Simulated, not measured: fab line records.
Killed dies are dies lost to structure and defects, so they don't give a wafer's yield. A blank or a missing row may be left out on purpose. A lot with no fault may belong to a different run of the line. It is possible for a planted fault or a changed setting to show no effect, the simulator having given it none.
Matching of chambers || flow nandHarc || pecvd-02 running NHARC_A_SLIT_DEP_25: 3 sister chambers
The step deposits SiO2, target thk 200 nm. 6 wafers are shown with their chamber, then 7 later ones without.

WAFERS, EACH WITH ITS CHAMBER
{"wafer": "L086.6", "chamber": 2, "heaterPowerW (W)": 750, "throttleValvePct (%)": 15.9}
{"wafer": "L090.2", "chamber": 1, "heaterPowerW (W)": 546, "throttleValvePct (%)": 15.6}
{"wafer": "L090.4", "chamber": 1, "heaterPowerW (W)": 539, "throttleValvePct (%)": 16.0}
{"wafer": "L090.5", "chamber": 0, "heaterPowerW (W)": 579, "throttleValvePct (%)": 15.8}
{"wafer": "L091.2", "chamber": 2, "heaterPowerW (W)": 794, "throttleValvePct (%)": 16.3}
{"wafer": "L091.3", "chamber": 0, "heaterPowerW (W)": 539, "throttleValvePct (%)": 15.8}

WAFERS WHOSE CHAMBER IS MISSING
{"wafer": "L091.5", "heaterPowerW (W)": 544, "throttleValvePct (%)": 15.6}
{"wafer": "L095.2", "heaterPowerW (W)": 463, "throttleValvePct (%)": 15.9}
{"wafer": "L095.3", "heaterPowerW (W)": 709, "throttleValvePct (%)": 16.0}
{"wafer": "L095.6", "heaterPowerW (W)": 484, "throttleValvePct (%)": 16.2}
{"wafer": "L096.2", "heaterPowerW (W)": 534, "throttleValvePct (%)": 16.1}
{"wafer": "L096.3", "heaterPowerW (W)": 749, "throttleValvePct (%)": 15.9}
{"wafer": "L096.4", "heaterPowerW (W)": 536, "throttleValvePct (%)": 16.2}

WHICH CHAMBER EACH ONE RAN IN
{"wafer": "L091.5", "from the rows above": "can't be placed: 1 or 0", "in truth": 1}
{"wafer": "L095.2", "from the rows above": "can't be placed: 1 or 0", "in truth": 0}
{"wafer": "L095.3", "from the rows above": 2, "in truth": 2}
{"wafer": "L095.6", "from the rows above": "can't be placed: 1 or 0", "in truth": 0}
{"wafer": "L096.2", "from the rows above": "can't be placed: 1 or 0", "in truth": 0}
{"wafer": "L096.3", "from the rows above": 2, "in truth": 2}
{"wafer": "L096.4", "from the rows above": "can't be placed: 1 or 0", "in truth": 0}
Placed correctly: 2 of 7. Not placeable from these rows: 5 (in 5, the candidates include the true chamber). 0 placed wrongly.
How it was worked out, from the rows above alone: a wafer's distance from a chamber is the root of the sum, over the readings, of the square of ((its reading less the chamber's mean) divided by the reading's scatter). If the next closest chamber is less than 2 further off than the closest, the wafer can't be placed; otherwise it belongs to the closest. The mean given for a chamber averages the wafers shown for that chamber. The scatter is the square root of a quotient: the sum, over the shown wafers, of each reading's squared deviation from its chamber's mean, divided by wafers minus chambers.
